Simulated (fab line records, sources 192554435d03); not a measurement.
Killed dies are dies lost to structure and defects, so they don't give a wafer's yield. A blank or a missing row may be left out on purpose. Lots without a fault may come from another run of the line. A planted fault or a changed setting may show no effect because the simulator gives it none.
Chamber matching | flow n5_finfet | N5_HKMG_FIN_PWFM_ALD_03 on ald_metal-02: 3 sister chambers
The step deposits TiN, target thk 2 nm, pulse time 1 s, purge time 3 s. 3 wafers are shown with their chamber, then 7 later ones without.

WAFERS WITH THEIR CHAMBER
wafer  | chamber | heater_power_w (W)
L077.3 | 2       | 981
L081.3 | 1       | 927
L081.6 | 0       | 858

WAFERS WITHOUT THEIR CHAMBER
wafer  | heater_power_w (W)
L084.1 | 993
L084.4 | 909
L090.1 | 875
L090.2 | 988
L090.6 | 892
L094.1 | 907
L094.5 | 852

WHICH CHAMBER EACH WENT THROUGH
wafer  | from the rows above     | in truth
L084.1 | 2                       | 2
L084.4 | can't be placed: 1 or 0 | 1
L090.1 | can't be placed: 0 or 1 | 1
L090.2 | 2                       | 2
L090.6 | can't be placed: 0 or 1 | 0
L094.1 | can't be placed: 1 or 0 | 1
L094.5 | 0                       | 0
Placed correctly: 3 of 7. Can't be placed from these rows: 4 (the true chamber is among the candidates in 4). Placed wrongly: 0.
How it was worked out, from the rows above alone: a wafer's distance from a chamber is the root of the sum, over the readings, of the square of ((its reading less the chamber's mean) divided by the reading's scatter). The wafer belongs to the nearest chamber; if the next one is less than 2 further off, it can't be placed. A chamber's mean is the mean of its shown wafers. The scatter: with one shown wafer a chamber, the root of the mean of the squares of how far each hidden wafer lies from its nearest shown one.
